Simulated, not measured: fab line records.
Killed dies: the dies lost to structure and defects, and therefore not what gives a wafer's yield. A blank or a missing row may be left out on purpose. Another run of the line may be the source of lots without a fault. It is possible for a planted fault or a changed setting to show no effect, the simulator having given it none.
Which tool did it? | flow n5_finfet | Sampling: 21 lots, 63 wafers, 6 of 1938 route steps

## WHAT THE GAUGES READ, wafer by wafer
The record lacks any reading of a measuring or inspecting step that a usual standard deviation could be used to judge.

## WHICH TOOL RAN EACH LOT (tool, then ch and the chambers of the sampled wafers, then the start)
lot  | N5_MOL_CONTACT_COAG_ETCH_59       | N5_MOL_CONTACT_COAG_ETCH_105      | N5_MOL_CONTACT_COAG_ANNEAL_113   | N5_MOL_CONTACT_COAG_ALD_133       | N5_MOL_CONTACT_COAG_ETCHBACK_134   | N5_BEOL_M0_SAQP_HM_DEP_111
L074 | rie_diel-04 ch 0,2,3, day 4 21:36 | rie_diel-04 ch 0,2,3, day 4 21:37 | rtp_anneal-02 ch 0, day 5 01:09  | ald_sin-03 ch 1,2, day 5 09:32    | rie_diel-04 ch 0,2,3, day 5 09:53  | pecvd-04 ch 0,1,2, day 5 16:26
L076 | rie_diel-05 ch 0,2,3, day 5 05:35 | rie_diel-05 ch 0,2,3, day 5 05:36 | rtp_anneal-01 ch 0, day 5 10:22  | ald_sin-03 ch 0,1,3, day 5 16:43  | rie_diel-04 ch 2,3, day 5 16:53    | pecvd-02 ch 0,1, day 6 00:42
L077 | rie_diel-05 ch 0,3, day 5 09:25   | rie_diel-05 ch 0,3, day 5 09:26   | rtp_anneal-02 ch 0, day 5 13:40  | ald_sin-04 ch 0,2,3, day 5 22:01  | rie_diel-05 ch 2,3, day 5 22:11    | pecvd-01 ch 1,2, day 6 04:05
L078 | rie_diel-04 ch 0,2, day 5 16:12   | rie_diel-04 ch 0,2, day 5 16:13   | rtp_anneal-02 ch 0, day 5 18:49  | ald_sin-04 ch 0,2,3, day 6 02:41  | rie_diel-04 ch 1,3, day 6 02:52    | pecvd-01 ch 0,1,2, day 6 08:05
L079 | rie_diel-04 ch 1,2, day 5 23:06   | rie_diel-04 ch 1,2, day 5 23:07   | rtp_anneal-01 ch 0, day 6 01:55  | ald_sin-03 ch 2,3, day 6 10:24    | rie_diel-05 ch 1,2,3, day 6 10:35  | pecvd-04 ch 0,1,2, day 6 16:19
L080 | rie_diel-05 ch 1,2,3, day 6 03:52 | rie_diel-05 ch 1,2,3, day 6 03:53 | rtp_anneal-01 ch 0, day 6 06:45  | ald_sin-02 ch 0,1,3, day 6 13:36  | rie_diel-06 ch 1,2, day 6 13:53    | pecvd-04 ch 1,2, day 6 19:44
L082 | rie_diel-06 ch 0,1,3, day 6 18:31 | rie_diel-06 ch 0,1,3, day 6 18:32 | rtp_anneal-01 ch 0, day 6 22:10  | ald_sin-02 ch 1,2, day 7 07:07    | rie_diel-06 ch 0,1,2, day 7 07:20  | pecvd-04 ch 0,1, day 7 12:52
L083 | rie_diel-04 ch 0,1, day 6 22:31   | rie_diel-04 ch 0,1, day 6 22:32   | rtp_anneal-01 ch 0, day 7 03:14  | ald_sin-04 ch 1,3, day 7 10:34    | rie_diel-05 ch 1,2, day 7 10:44    | pecvd-04 ch 0,1, day 7 16:13
L084 | rie_diel-05 ch 0,2,3, day 7 07:24 | rie_diel-05 ch 0,2,3, day 7 07:25 | rtp_anneal-02 ch 0, day 7 12:58  | ald_sin-04 ch 0,1,2, day 7 21:07  | rie_diel-04 ch 0,1, day 7 21:23    | pecvd-01 ch 0,2, day 8 07:04
L085 | rie_diel-04 ch 0,1,2, day 7 09:11 | rie_diel-04 ch 0,1,2, day 7 09:13 | rtp_anneal-02 ch 0, day 7 14:26  | ald_sin-03 ch 0,2,3, day 7 21:55  | rie_diel-04 ch 0,2,3, day 7 22:05  | pecvd-01 ch 0,1, day 8 08:04
L086 | rie_diel-05 ch 2,3, day 7 21:16   | rie_diel-05 ch 2,3, day 7 21:17   | rtp_anneal-02 ch 0, day 7 23:59  | ald_sin-04 ch 0,1, day 8 13:41    | rie_diel-06 ch 0,2,3, day 8 14:06  | pecvd-04 ch 0,1,2, day 8 20:23
L087 | rie_diel-04 ch 0,2,3, day 7 22:41 | rie_diel-04 ch 0,2,3, day 7 22:42 | rtp_anneal-01 ch 0, day 8 01:35  | ald_sin-03 ch 1,2,3, day 8 16:02  | rie_diel-05 ch 0,1,3, day 8 16:16  | pecvd-01 ch 0,1,2, day 9 00:40
L088 | rie_diel-04 ch 0,3, day 8 07:27   | rie_diel-04 ch 0,3, day 8 07:28   | rtp_anneal-02 ch 0, day 8 10:06  | ald_sin-03 ch 0,2,3, day 8 19:08  | rie_diel-04 ch 1,2,3, day 8 19:19  | pecvd-01 ch 1,2, day 9 01:34
L089 | rie_diel-05 ch 0,1,2, day 8 09:11 | rie_diel-05 ch 0,1,2, day 8 09:12 | rtp_anneal-01 ch 0, day 8 12:37  | ald_sin-04 ch 0,2, day 8 21:08    | rie_diel-04 ch 1,2, day 8 21:19    | pecvd-02 ch 0,1, day 9 05:46
L090 | rie_diel-05 ch 0,1,2, day 8 14:55 | rie_diel-05 ch 0,1,2, day 8 14:56 | rtp_anneal-02 ch 0, day 8 18:43  | ald_sin-04 ch 0,1, day 9 01:53    | rie_diel-04 ch 1,2, day 9 02:04    | pecvd-04 ch 1,2, day 9 09:18
L091 | rie_diel-05 ch 0,1,3, day 8 22:25 | rie_diel-05 ch 0,1,3, day 8 22:26 | rtp_anneal-01 ch 0, day 9 02:37  | ald_sin-03 ch 1,2,3, day 9 10:16  | rie_diel-04 ch 0,2,3, day 9 10:27  | pecvd-02 ch 0,1, day 9 17:35
L092 | rie_diel-04 ch 1,2, day 9 07:29   | rie_diel-04 ch 1,2, day 9 07:31   | rtp_anneal-01 ch 0, day 9 12:14  | ald_sin-03 ch 0,2,3, day 9 19:39  | rie_diel-04 ch 1,2,3, day 9 19:50  | pecvd-01 ch 0,1, day 10 02:01
L093 | rie_diel-04 ch 0,3, day 9 13:14   | rie_diel-04 ch 0,3, day 9 13:16   | rtp_anneal-02 ch 0, day 9 18:33  | ald_sin-04 ch 0,1,3, day 10 00:52 | rie_diel-06 ch 0,1,3, day 10 01:02 | pecvd-01 ch 1,2, day 10 06:08
L094 | rie_diel-04 ch 0,2,3, day 9 18:41 | rie_diel-04 ch 0,2,3, day 9 18:43 | rtp_anneal-01 ch 0, day 9 22:36  | ald_sin-03 ch 0,1,2, day 10 07:10 | rie_diel-04 ch 0,1,3, day 10 07:20 | pecvd-04 ch 0,1, day 10 13:12
L096 | rie_diel-05 ch 1,2, day 10 08:52  | rie_diel-05 ch 1,2, day 10 08:53  | rtp_anneal-02 ch 0, day 10 13:55 | ald_sin-02 ch 0,1,2, day 10 21:39 | rie_diel-06 ch 1,2, day 10 21:50   | pecvd-01 ch 0,1,2, day 11 03:25
L097 | rie_diel-05 ch 0,1, day 10 09:28  | rie_diel-05 ch 0,1, day 10 09:29  | rtp_anneal-02 ch 0, day 10 15:13 | ald_sin-04 ch 1,2,3, day 10 22:19 | rie_diel-06 ch 1,2, day 10 22:42   | pecvd-01 ch 0,1,2, day 11 06:13
- N5_MOL_CONTACT_COAG_ETCH_59: etches underlayer in N2/H2, target depth 13 nm, time 10.4 s.
- N5_MOL_CONTACT_COAG_ETCH_105: etches SiARC in CF4, target depth 15.6 nm, time 26 s.
- N5_MOL_CONTACT_COAG_ANNEAL_113: time 300 s.
- N5_MOL_CONTACT_COAG_ALD_133: deposits SiO2, target thk 5 nm, pulse time 1 s, co reactant pulse time 1 s.
- N5_MOL_CONTACT_COAG_ETCHBACK_134: etches SiO2 in CHF3, target depth 10 nm, time 6.7 s.
- N5_BEOL_M0_SAQP_HM_DEP_111: deposits SiO2 from SiH4/N2O, target thk 12 nm, time 7.2 s.

## AS READ BY THE TOOLS THEMSELVES (means over the sampled wafers that have a number; for cases with no such wafer, the mark the record gives instead)
N5_MOL_CONTACT_COAG_ETCH_59. Usual: drypump_motor_current_A 5.7 A, standard deviation 0.33; etch_rf_on_time_s 10.35 s, standard deviation 0.13; h2_flow_sccm 200.1 sccm, standard deviation 0.63; n2_flow_sccm 200.0 sccm, standard deviation 0.61; oes_product_au 0.70 a.u., standard deviation 0.08; rf_vpp_V 525.2 V, standard deviation 2.2; showerhead_plenum_p_Torr 2.59 Torr, standard deviation 0.07; throttle_valve_pct 17.68 %, standard deviation 0.28.
lot  | tool        | drypump_motor_current_A (A) | etch_rf_on_time_s (s) | h2_flow_sccm (sccm) | n2_flow_sccm (sccm) | oes_product_au (a.u.) | rf_vpp_V (V) | showerhead_plenum_p_Torr (Torr) | throttle_valve_pct (%) | flag
L074 | rie_diel-04 | 5.7                         | 10.44                 | 200.3               | 199.8               | 0.70                  | 525.5        | 2.59                            | 17.81                  |
L076 | rie_diel-05 | 5.6                         | 10.39                 | 200.7               | 200.4               | 0.60                  | 523.0        | 2.51                            | 17.94                  |
L077 | rie_diel-05 | 5.6                         | 10.48                 | 200.2               | 200.4               | 0.59                  | 521.6        | 2.48                            | 18.07                  |
L078 | rie_diel-04 | 5.6                         | 10.30                 | 200.1               | 200.4               | 0.76                  | 525.1        | 2.59                            | 17.73                  |
L079 | rie_diel-04 | 5.9                         | 10.36                 | 200.5               | 200.3               | 0.73                  | 524.9        | 2.59                            | 17.81                  |
L080 | rie_diel-05 | 5.8                         | 10.42                 | 199.8               | 199.8               | 0.68                  | 526.2        | 2.60                            | 17.58                  |
L082 | rie_diel-06 | 6.3                         | 10.33                 | 200.0               | 199.8               | 0.66                  | 523.4        | 2.55                            | 17.66                  |
L083 | rie_diel-04 | 5.8                         | 10.31                 | 199.8               | 200.3               | 0.75                  | 524.9        | 2.59                            | 17.46                  |
L084 | rie_diel-05 | 5.6                         | 10.48                 | 200.1               | 200.3               | 0.72                  | 526.5        | 2.61                            | 17.67                  |
L085 | rie_diel-04 | 5.8                         | 10.23                 | 200.1               | 199.6               | 0.73                  | 524.6        | 2.58                            | 17.68                  |
L086 | rie_diel-05 | 5.8                         | 10.48                 | 200.0               | 200.0               | 0.71                  | 525.0        | 2.57                            | 17.46                  |
L087 | rie_diel-04 | 5.6                         | 10.23                 | 199.9               | 199.8               | 0.75                  | 524.0        | 2.58                            | 17.71                  |
L088 | rie_diel-04 | 5.5                         | 10.23                 | 199.1               | 200.7               | 0.77                  | 525.6        | 2.59                            | 17.56                  |
L089 | rie_diel-05 | 5.5                         | 10.40                 | 199.8               | 199.9               | 0.73                  | 527.1        | 2.66                            | 17.56                  |
L090 | rie_diel-05 | 5.5                         | 10.36                 | 200.3               | 200.1               | 0.72                  | 527.5        | 2.66                            | 17.56                  |
L091 | rie_diel-05 | 5.6                         | 10.41                 | 200.4               | 200.2               | 0.66                  | 525.5        | 2.63                            | 17.84                  |
L092 | rie_diel-04 | 6.0                         | 10.32                 | 199.1               | 200.1               | 0.70                  | 524.7        | 2.57                            | 17.85                  |
L093 | rie_diel-04 | 5.5                         | 10.32                 | 200.5               | 200.4               | 0.75                  | 525.7        | 2.58                            | 17.59                  |
L094 | rie_diel-04 | 5.6                         | 10.33                 | 200.1               | 199.7               | 0.73                  | 524.9        | 2.58                            | 17.72                  |
L096 | rie_diel-05 | 5.7                         | 10.43                 | 199.9               | 200.0               | 0.66                  | 526.5        | 2.63                            | 17.52                  |
L097 | rie_diel-05 | 5.4                         | 10.34                 | 200.8               | 200.9               | 0.66                  | 528.1        | 2.67                            | 17.74                  |

N5_MOL_CONTACT_COAG_ETCH_105. Usual: value, then standard deviation, for each; cf4_flow_sccm 99.98 sccm / 0.28; drypump_motor_current_A 5.7 A / 0.33; etch_rf_on_time_s 25.9 s / 0.34; oes_product_au 0.70 a.u. / 0.081; rf_vpp_V 184.6 V / 1.1; showerhead_plenum_p_Torr 2.18 Torr / 0.056; throttle_valve_pct 15.46 % / 0.24.
lot  | tool        | cf4_flow_sccm (sccm) | drypump_motor_current_A (A) | etch_rf_on_time_s (s) | oes_product_au (a.u.) | rf_vpp_V (V) | showerhead_plenum_p_Torr (Torr) | throttle_valve_pct (%) | flag
L074 | rie_diel-04 | 99.85                | 5.6                         | 25.9                  | 0.70                  | 184.4        | 2.19                            | 15.57                  |
L076 | rie_diel-05 | 100.03               | 5.6                         | 26.1                  | 0.59                  | 183.4        | 2.11                            | 15.74                  |
L077 | rie_diel-05 | 99.58                | 5.6                         | 26.6                  | 0.58                  | 183.8        | 2.09                            | 15.83                  |
L078 | rie_diel-04 | 99.89                | 5.6                         | 25.9                  | 0.75                  | 184.4        | 2.18                            | 15.54                  |
L079 | rie_diel-04 | 99.77                | 5.9                         | 25.7                  | 0.73                  | 185.3        | 2.18                            | 15.51                  |
L080 | rie_diel-05 | 99.88                | 5.8                         | 26.1                  | 0.69                  | 184.0        | 2.18                            | 15.38                  |
L082 | rie_diel-06 | 99.85                | 6.3                         | 26.1                  | 0.66                  | 184.1        | 2.14                            | 15.42                  |
L083 | rie_diel-04 | 100.14               | 5.8                         | 25.6                  | 0.75                  | 185.2        | 2.18                            | 15.29                  |
L084 | rie_diel-05 | 100.12               | 5.6                         | 26.0                  | 0.72                  | 184.5        | 2.19                            | 15.43                  |
L085 | rie_diel-04 | 99.89                | 5.8                         | 25.9                  | 0.73                  | 184.2        | 2.17                            | 15.46                  |
L086 | rie_diel-05 | 100.08               | 5.8                         | 25.9                  | 0.72                  | 184.4        | 2.16                            | 15.27                  |
L087 | rie_diel-04 | 99.89                | 5.6                         | 25.7                  | 0.76                  | 184.1        | 2.18                            | 15.47                  |
L088 | rie_diel-04 | 100.08               | 5.5                         | 25.7                  | 0.77                  | 184.3        | 2.18                            | 15.40                  |
L089 | rie_diel-05 | 99.80                | 5.5                         | 26.0                  | 0.73                  | 185.5        | 2.23                            | 15.32                  |
L090 | rie_diel-05 | 100.15               | 5.5                         | 25.7                  | 0.73                  | 184.9        | 2.23                            | 15.32                  |
L091 | rie_diel-05 | 100.28               | 5.5                         | 26.2                  | 0.65                  | 184.3        | 2.20                            | 15.60                  |
L092 | rie_diel-04 | 99.95                | 5.9                         | 25.8                  | 0.70                  | 184.6        | 2.17                            | 15.57                  |
L093 | rie_diel-04 | 99.87                | 5.5                         | 26.0                  | 0.75                  | 185.0        | 2.18                            | 15.41                  |
L094 | rie_diel-04 | 100.01               | 5.6                         | 25.8                  | 0.73                  | 185.5        | 2.17                            | 15.51                  |
L096 | rie_diel-05 | 99.76                | 5.7                         | 25.9                  | 0.67                  | 184.1        | 2.21                            | 15.34                  |
L097 | rie_diel-05 | 100.09               | 5.5                         | 26.2                  | 0.66                  | 185.7        | 2.24                            | 15.49                  |

N5_MOL_CONTACT_COAG_ANNEAL_113. Usual: anneal_temp_c 400.00 C, standard deviation 0.25; lamp_power_pct 2.76 %, standard deviation 0.074; lamp_zone_2_pct 2.76 %, standard deviation 0.074; wafer_temp_C_max 402.2, standard deviation 0.89.
lot  | tool          | anneal_temp_c (C) | lamp_power_pct (%) | lamp_zone_2_pct (%) | wafer_temp_C_max | flag
L074 | rtp_anneal-02 | 400.11            | 2.70               | 2.70                | 403.2            |
L076 | rtp_anneal-01 | 399.92            | 2.85               | 2.85                | 401.7            |
L077 | rtp_anneal-02 | 400.03            | 2.70               | 2.70                | 403.1            |
L078 | rtp_anneal-02 | 400.61            | 2.70               | 2.70                | 402.5            |
L079 | rtp_anneal-01 | 400.06            | 2.85               | 2.85                | 400.8            |
L080 | rtp_anneal-01 | 400.20            | 2.85               | 2.85                | 401.3            |
L082 | rtp_anneal-01 | 400.09            | 2.86               | 2.85                | 400.8            |
L083 | rtp_anneal-01 | 399.75            | 2.85               | 2.85                | 401.4            |
L084 | rtp_anneal-02 | 399.89            | 2.70               | 2.70                | 402.8            |
L085 | rtp_anneal-02 | 400.03            | 2.70               | 2.70                | 403.0            |
L086 | rtp_anneal-02 | 400.03            | 2.70               | 2.70                | 402.9            |
L087 | rtp_anneal-01 | 400.03            | 2.85               | 2.85                | 401.2            |
L088 | rtp_anneal-02 | 399.84            | 2.70               | 2.70                | 402.2            |
L089 | rtp_anneal-01 | 400.29            | 2.85               | 2.85                | 401.4            |
L090 | rtp_anneal-02 | 400.01            | 2.71               | 2.70                | 402.7            |
L091 | rtp_anneal-01 | 400.12            | 2.85               | 2.85                | 401.3            |
L092 | rtp_anneal-01 | 399.84            | 2.85               | 2.85                | 401.4            |
L093 | rtp_anneal-02 | 400.19            | 2.70               | 2.70                | 403.3            |
L094 | rtp_anneal-01 | 399.78            | 2.85               | 2.85                | 401.1            |
L096 | rtp_anneal-02 | 399.72            | 2.70               | 2.70                | 402.8            |
L097 | rtp_anneal-02 | 400.16            | 2.70               | 2.70                | 402.1            |

N5_MOL_CONTACT_COAG_ALD_133. Usual: heater_power_w 76 W, standard deviation 7.7; precursor_pulse_height_rel 0.998, standard deviation 0.019.
lot  | tool       | heater_power_w (W) | precursor_pulse_height_rel | flag
L074 | ald_sin-03 | 66                 | 1.009                      |
L076 | ald_sin-03 | 74                 | 1.001                      |
L077 | ald_sin-04 | 78                 | 1.000                      |
L078 | ald_sin-04 | 78                 | 0.985                      |
L079 | ald_sin-03 | 66                 | 0.995                      |
L080 | ald_sin-02 | 79                 | 0.984                      |
L082 | ald_sin-02 | 80                 | 1.020                      |
L083 | ald_sin-04 | 75                 | 0.996                      |
L084 | ald_sin-04 | 84                 | 1.005                      |
L085 | ald_sin-03 | 70                 | 1.012                      |
L086 | ald_sin-04 | 84                 | 1.001                      |
L087 | ald_sin-03 | 68                 | 1.000                      |
L088 | ald_sin-03 | 70                 | 1.002                      |
L089 | ald_sin-04 | 83                 | 0.989                      |
L090 | ald_sin-04 | 83                 | 0.984                      |
L091 | ald_sin-03 | 69                 | 0.994                      |
L092 | ald_sin-03 | 71                 | 0.998                      |
L093 | ald_sin-04 | 81                 | 0.996                      |
L094 | ald_sin-03 | 72                 | 1.003                      |
L096 | ald_sin-02 | 75                 | 1.009                      |
L097 | ald_sin-04 | 80                 | 0.997                      |

N5_MOL_CONTACT_COAG_ETCHBACK_134. Usual: drypump_motor_current_A 5.8 A, standard deviation 0.34; oes_product_au 0.82 a.u., standard deviation 0.087; rf_vpp_V 527 V, standard deviation 5.1; showerhead_plenum_p_Torr 2.41 Torr, standard deviation 0.066; throttle_valve_pct 18.59 %, standard deviation 0.23.
lot  | tool        | drypump_motor_current_A (A) | oes_product_au (a.u.) | rf_vpp_V (V) | showerhead_plenum_p_Torr (Torr) | throttle_valve_pct (%) | flag
L074 | rie_diel-04 | 5.6                         | 0.82                  | 531          | 2.43                            | 18.71                  |
L076 | rie_diel-04 | 5.8                         | 0.79                  | 528          | 2.42                            | 18.80                  |
L077 | rie_diel-05 | 5.9                         | 0.79                  | 526          | 2.38                            | 18.60                  |
L078 | rie_diel-04 | 5.7                         | 0.76                  | 528          | 2.44                            | 18.59                  |
L079 | rie_diel-05 | 5.8                         | 0.80                  | 527          | 2.42                            | 18.48                  |
L080 | rie_diel-06 | 6.2                         | 0.84                  | 524          | 2.44                            | 18.63                  |
L082 | rie_diel-06 | 6.0                         | 0.80                  | 522          | 2.39                            | 18.62                  |
L083 | rie_diel-05 | 5.7                         | 0.81                  | 529          | 2.47                            | 18.37                  |
L084 | rie_diel-04 | 5.8                         | 0.87                  | 529          | 2.42                            | 18.43                  |
L085 | rie_diel-04 | 5.6                         | 0.88                  | 531          | 2.42                            | 18.60                  |
L086 | rie_diel-06 | 6.0                         | 0.73                  | 520          | 2.30                            | 18.58                  |
L087 | rie_diel-05 | 5.5                         | 0.77                  | 527          | 2.45                            | 18.71                  |
L088 | rie_diel-04 | 5.8                         | 0.87                  | 528          | 2.42                            | 18.53                  |
L089 | rie_diel-04 | 6.0                         | 0.83                  | 528          | 2.41                            | 18.52                  |
L090 | rie_diel-04 | 6.0                         | 0.84                  | 528          | 2.41                            | 18.51                  |
L091 | rie_diel-04 | 5.6                         | 0.86                  | 530          | 2.42                            | 18.63                  |
L092 | rie_diel-04 | 5.8                         | 0.86                  | 527          | 2.42                            | 18.53                  |
L093 | rie_diel-06 | 6.3                         | 0.75                  | 521          | 2.37                            | 18.56                  |
L094 | rie_diel-04 | 5.7                         | 0.86                  | 531          | 2.42                            | 18.45                  |
L096 | rie_diel-06 | 5.9                         | 0.78                  | 522          | 2.35                            | 18.74                  |
L097 | rie_diel-06 | 5.9                         | 0.78                  | 523          | 2.35                            | 18.73                  |

N5_BEOL_M0_SAQP_HM_DEP_111. Usual: heater_power_w 771 W, standard deviation 86; showerhead_plenum_p_Torr 8.18 Torr, standard deviation 0.12.
lot  | tool     | heater_power_w (W) | showerhead_plenum_p_Torr (Torr) | flag
L074 | pecvd-04 | 773                | 8.24                            |
L076 | pecvd-02 | 893                | 7.94                            |
L077 | pecvd-01 | 751                | 8.15                            |
L078 | pecvd-01 | 710                | 8.19                            |
L079 | pecvd-04 | 758                | 8.23                            |
L080 | pecvd-04 | 788                | 8.21                            |
L082 | pecvd-04 | 782                | 8.23                            |
L083 | pecvd-04 | 769                | 8.24                            |
L084 | pecvd-01 | 725                | 8.18                            |
L085 | pecvd-01 | 788                | 8.23                            |
L086 | pecvd-04 | 789                | 8.25                            |
L087 | pecvd-01 | 753                | 8.18                            |
L088 | pecvd-01 | 756                | 8.17                            |
L089 | pecvd-02 | 843                | 8.01                            |
L090 | pecvd-04 | 798                | 8.18                            |
L091 | pecvd-02 | 832                | 8.01                            |
L092 | pecvd-01 | 711                | 8.22                            |
L093 | pecvd-01 | 777                | 8.15                            |
L094 | pecvd-04 | 832                | 8.24                            |
L096 | pecvd-01 | 720                | 8.20                            |
L097 | pecvd-01 | 732                | 8.18                            |

## THE ANSWER, worked out from the rows above alone
Rule: a lot counts as off when the mean over its wafers that have a number is more than 3 standard deviations away from the usual mean. Also off: a lot with no number at a reading for which 4 or more lots have one. Any other lot the step has rows for is counted as sound. Order of review: gauges by route order, followed by the tools' own readings, for which a lot's mean as printed above is used. The first step at which some lot is off is used, and at that step the reading that is off furthest; a lot without a number counts as furthest.
Nothing can be told from this: no lot is off at any reading shown.

## WHAT THE SIMULATOR HAD INSERTED
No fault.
